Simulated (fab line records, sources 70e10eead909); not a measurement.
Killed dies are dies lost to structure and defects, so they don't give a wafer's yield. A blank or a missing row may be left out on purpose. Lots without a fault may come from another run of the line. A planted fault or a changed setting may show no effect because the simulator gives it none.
Chamber matching | flow nand_harc | NHARC_A_M0_PRE_CLEAN_31 on pecvd-04: 3 sister chambers
The step time 12 s. 16 wafers are shown with their chamber, then 8 later ones without.

WAFERS WITH THEIR CHAMBER
wafer  | chamber | heater_power_w (W)
L076.2 | 1       | 758
L076.4 | 0       | 620
L076.6 | 1       | 733
L080.1 | 0       | 642
L080.2 | 2       | 558
L080.4 | 0       | 662
L084.4 | 0       | 658
L084.5 | 1       | 694
L084.6 | 2       | 525
L085.2 | 2       | 527
L085.5 | 1       | 646
L085.6 | 0       | 637
L090.3 | 2       | 559
L090.4 | 1       | 651
L090.6 | 2       | 553
L092.2 | 1       | 734

SIGNATURES (means of the wafers above)
reading        | chamber 0 | chamber 1 | chamber 2 | scatter within a chamber
heater_power_w | 643.80    | 702.67    | 544.40    | 31.9
Rule: a wafer's distance from a chamber is the root of the sum, over the readings, of the square of ((its reading less the chamber's mean) divided by the reading's scatter). The wafer belongs to the nearest chamber; if the next one is less than 2 further off, it can't be placed. The scatter: the root of (the sum of the squares of (reading less its chamber's mean) over the shown wafers, divided by (wafers less chambers)).

WAFERS WITHOUT THEIR CHAMBER
wafer  | heater_power_w (W)
L092.3 | 475
L092.5 | 737
L092.1 | 627
L092.4 | 478
L092.6 | 638
L095.2 | 712
L095.4 | 631
L095.5 | 711

WHICH CHAMBER EACH WENT THROUGH
wafer  | from the rows above     | in truth
L092.3 | 2                       | 2
L092.5 | can't be placed: 1 or 0 | 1
L092.1 | can't be placed: 0 or 1 | 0
L092.4 | 2                       | 2
L092.6 | can't be placed: 0 or 1 | 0
L095.2 | can't be placed: 1 or 0 | 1
L095.4 | can't be placed: 0 or 1 | 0
L095.5 | can't be placed: 1 or 0 | 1
Placed correctly: 2 of 8. Can't be placed from these rows: 6 (the true chamber is among the candidates in 6). Placed wrongly: 0.
